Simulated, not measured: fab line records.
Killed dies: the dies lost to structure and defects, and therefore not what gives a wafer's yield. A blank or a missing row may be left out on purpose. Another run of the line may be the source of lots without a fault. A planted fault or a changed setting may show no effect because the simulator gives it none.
Chamber matching    flow nand harc    NHARC_A_CHANNEL_FILL_D2_ALD_14 on ald hk-03 has 4 sister chambers
The step deposits SiO2, target thk 2.5 nm, pulse time 10 s, ald cycles 25. 14 wafers are shown with their chamber, then 7 later ones without.

## WAFERS, EACH WITH ITS CHAMBER
wafer   chamber  heater power w (W)  precursor pulse height rel
L075.4  1        531                 1.005
L075.5  0        473                 1.014
L075.6  1        533                 1.040
L076.2  0        474                 0.996
L076.3  2        529                 1.003
L076.6  0        471                 1.026
L078.1  3        413                 1.017
L078.3  2        541                 0.978
L078.6  1        534                 0.999
L083.3  3        393                 1.034
L083.5  0        485                 0.968
L083.6  3        384                 1.027
L086.3  1        549                 1.031
L086.5  3        383                 0.993

SIGNATURES (averages over the wafers above)
reading                     chamber 0  chamber 1  chamber 2  chamber 3  scatter within a chamber
heater power w              475.75     536.75     535.00     393.25     9.88
precursor pulse height rel  1.00100    1.01875    0.99050    1.01775    0.0209
Rule: for a wafer and a chamber, the distance is found by dividing, reading by reading, the gap between the wafer's reading and the chamber's mean by the reading's scatter, squaring, summing and taking the root. If the next closest chamber is less than 2 further off than the closest, the wafer can't be placed; otherwise it belongs to the closest. The scatter: the root of (the sum of the squares of (reading less its chamber's mean) over the shown wafers, divided by (wafers less chambers)).

## WAFERS WITHOUT THEIR CHAMBER
wafer   heater power w (W)  precursor pulse height rel
L086.6  492                 1.005
L094.1  543                 0.994
L094.2  497                 0.985
L094.3  565                 0.991
L095.1  527                 1.007
L095.3  495                 0.974
L095.4  387                 0.996

## CHAMBER TAKEN BY EACH
wafer   from the rows above      in truth
L086.6  0                        0
L094.1  can't be placed: 2 or 1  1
L094.2  can't be placed: 0 or 2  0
L094.3  can't be placed: 2 or 1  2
L095.1  can't be placed: 2 or 1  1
L095.3  can't be placed: 0 or 2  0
L095.4  3                        3
Placed correctly: 2 of 7. Unplaceable from these rows: 5, with the true chamber sitting among the candidates in 5. Wrongly placed: 0.
